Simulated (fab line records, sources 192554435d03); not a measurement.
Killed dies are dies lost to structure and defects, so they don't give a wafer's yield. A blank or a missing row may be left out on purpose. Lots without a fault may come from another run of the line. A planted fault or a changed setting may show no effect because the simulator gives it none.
Chamber matching | flow n5_finfet | N5_BEOL_M10_CURE_71 on uv_cure-01: 3 sister chambers
The step cures SiCOH lowk, time 240 s. 18 wafers are shown with their chamber, then 9 later ones without.

WAFERS WITH THEIR CHAMBER
wafer  | chamber | wafer_temp_C_max | lamp_power_pct (%)
L076.2 | 2       | 387.2            | 52.35
L076.5 | 2       | 387.4            | 52.36
L076.6 | 2       | 387.7            | 52.32
L080.1 | 1       | 386.3            | 52.26
L080.4 | 1       | 386.4            | 52.36
L080.5 | 1       | 386.2            | 52.31
L079.3 | 0       | 386.2            | 52.35
L079.5 | 0       | 385.8            | 52.34
L079.6 | 0       | 386.1            | 52.28
L082.1 | 0       | 385.6            | 52.37
L082.2 | 0       | 385.9            | 52.24
L082.4 | 0       | 385.6            | 52.30
L085.2 | 2       | 387.8            | 52.33
L085.3 | 2       | 388.8            | 52.29
L085.6 | 2       | 387.5            | 52.32
L086.1 | 0       | 385.7            | 52.32
L086.2 | 0       | 386.2            | 52.18
L086.4 | 0       | 386.7            | 52.34

SIGNATURES (means of the wafers above)
reading          | chamber 0 | chamber 1 | chamber 2 | scatter within a chamber
wafer_temp_C_max | 385.978   | 386.300   | 387.733   | 0.42
lamp_power_pct   | 52.3022   | 52.3100   | 52.3283   | 0.05
Rule: a wafer's distance from a chamber is the root of the sum, over the readings, of the square of ((its reading less the chamber's mean) divided by the reading's scatter). The wafer belongs to the nearest chamber; if the next one is less than 2 further off, it can't be placed. The scatter: the root of (the sum of the squares of (reading less its chamber's mean) over the shown wafers, divided by (wafers less chambers)).

WAFERS WITHOUT THEIR CHAMBER
wafer  | wafer_temp_C_max | lamp_power_pct (%)
L088.1 | 386.1            | 52.29
L088.2 | 385.9            | 52.36
L088.4 | 386.1            | 52.29
L090.1 | 386.0            | 52.36
L090.4 | 386.1            | 52.36
L090.6 | 386.2            | 52.32
L095.1 | 386.2            | 52.29
L095.2 | 386.1            | 52.35
L095.4 | 386.1            | 52.39

WHICH CHAMBER EACH WENT THROUGH
wafer  | from the rows above     | in truth
L088.1 | can't be placed: 0 or 1 | 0
L088.2 | can't be placed: 0 or 1 | 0
L088.4 | can't be placed: 0 or 1 | 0
L090.1 | can't be placed: 0 or 1 | 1
L090.4 | can't be placed: 1 or 0 | 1
L090.6 | can't be placed: 1 or 0 | 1
L095.1 | can't be placed: 1 or 0 | 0
L095.2 | can't be placed: 1 or 0 | 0
L095.4 | can't be placed: 1 or 0 | 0
Placed correctly: 0 of 9. Can't be placed from these rows: 9 (the true chamber is among the candidates in 9). Placed wrongly: 0.
